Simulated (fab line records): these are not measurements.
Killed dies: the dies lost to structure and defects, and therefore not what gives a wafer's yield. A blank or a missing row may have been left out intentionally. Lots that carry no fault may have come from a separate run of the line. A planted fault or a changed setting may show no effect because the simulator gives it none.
Matching of chambers | flow n5-finfet | N5_BEOL_M9_PECVD_70 on pecvd-03: 3 sister chambers
The step deposits SiO2 from TEOS/O2, target thk 20 nm, time 22.7 s. 3 wafers are shown with their chamber, then 7 later ones without.

WAFERS WITH THEIR CHAMBER
wafer  | chamber | throttle-valve-pct (%)
L082.5 | 2       | 19.2
L084.1 | 1       | 22.5
L094.5 | 0       | 21.8

WAFERS WHOSE CHAMBER IS MISSING
wafer  | throttle-valve-pct (%)
L094.6 | 19.3
L097.1 | 22.3
L097.2 | 19.6
L097.5 | 22.2
L096.4 | 19.4
L096.5 | 22.2
L096.6 | 21.6

EACH ONE'S CHAMBER
wafer  | from the rows above     | in truth
L094.6 | 2                       | 2
L097.1 | can't be placed: 1 or 0 | 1
L097.2 | 2                       | 2
L097.5 | can't be placed: 1 or 0 | 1
L096.4 | 2                       | 2
L096.5 | can't be placed: 1 or 0 | 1
L096.6 | 0                       | 0
Correctly placed: 4 of 7. Not placeable from these rows: 3 (in 3, the candidates include the true chamber). 0 placed wrongly.
How it was worked out, from the rows above alone: a wafer's distance from a chamber is the root of the sum, over the readings, of the square of ((its reading less the chamber's mean) divided by the reading's scatter). If the next closest chamber is less than 2 further off than the closest, the wafer can't be placed; otherwise it belongs to the closest. For every chamber, the mean is computed from those of its wafers that are shown. The scatter: with one shown wafer a chamber, the root of the mean of the squares of how far each hidden wafer lies from its nearest shown one.
